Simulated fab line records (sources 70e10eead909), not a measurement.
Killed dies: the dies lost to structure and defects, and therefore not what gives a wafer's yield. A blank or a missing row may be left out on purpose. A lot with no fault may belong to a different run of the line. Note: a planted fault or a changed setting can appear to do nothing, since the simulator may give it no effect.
A single fault, viewed from 2 desks | flow nand_harc | every desk sees just its own numbers, and what lay behind them comes last

## DESK OF THE TOOL OWNER: rie_diel-04
The tool's own readings at NHARC_P_BONDPAD_ETCH_24 (etches the open film in CF4/N2, target depth 30 nm, time 72.99 s): means of the sampled wafers that have a number, for each lot that ran on this tool. A lot is out of limits, marked OUT, if its mean lies more than 4 standard deviations from the usual mean; the brackets give that distance.
Columns: A = drypump_motor_current_A at NHARC_P_BONDPAD_ETCH_24, usual 5.5 A; B = oes_product_au at NHARC_P_BONDPAD_ETCH_24, usual 0.999 a.u.; C = rf_vpp_V at NHARC_P_BONDPAD_ETCH_24, usual 314.3 V; D = run_length_s at NHARC_P_BONDPAD_ETCH_24, usual 94.2 s; E = showerhead_plenum_p_Torr at NHARC_P_BONDPAD_ETCH_24, usual 2.62 Torr; F = throttle_valve_pct at NHARC_P_BONDPAD_ETCH_24, usual 19.795 %
lot  | first seen here | A   | B     | C     | D              | E    | F
L234 | day 12 19:37    | 5.5 | 0.996 | 312.5 | 82.5 (-34) OUT | 2.52 | 19.786
This desk's finding: out of limits on L234; first on L234, day 12 19:37 (run_length_s at NHARC_P_BONDPAD_ETCH_24). In limits: none.

## AT THE METROLOGY DESK
Lot by lot, what the gauges showed, no matter which tool ran the lot: averages of those sampled wafers that carry a number. A lot is out of limits, marked OUT, if its mean lies more than 4 standard deviations from the usual mean; the brackets give that distance.
Columns: A = overlay_x_nm at NHARC_P_BONDPAD_OVL_MEAS_38, usual 0 nm; B = overlay_y_nm at NHARC_P_BONDPAD_OVL_MEAS_38, usual 1 nm
lot  | first seen here | A   | B
L222 | day 7 11:11     | 4   | 8
L223 | day 7 15:09     | -5  | 3
L224 | day 8 09:07     | -1  | 2
L231 | day 11 02:35    | 16  | 1
L234 | day 12 18:55    | -5  | -7
L235 | day 12 19:31    | 8   | 3
L240 | day 14 22:19    | -6  | 8
L241 | day 15 02:39    | -11 | 7
L242 | day 15 19:03    | 3   | 10
L243 | day 15 23:08    | -1  | 2
This desk's finding: nothing out of limits on any of the 10 lots.

## PUT TOGETHER
At day 12 19:37, on L234, the tool owner's desk was in a position to raise an alarm.
The metrology desk saw nothing out of limits.
The metrology desk holds a record of L234, inside its limits.
Of the lots named, all ran NHARC_P_BONDPAD_ETCH_24 on rie_diel-04.

## WHAT THE SIMULATOR PUT IN
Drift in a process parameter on rie_diel-04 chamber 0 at NHARC_P_BONDPAD_ETCH_24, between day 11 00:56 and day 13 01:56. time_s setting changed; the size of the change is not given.
Lots struck among those shown: L234.
Hours from the fault's start to each desk's first reading out of limits: the tool owner's desk, 43.
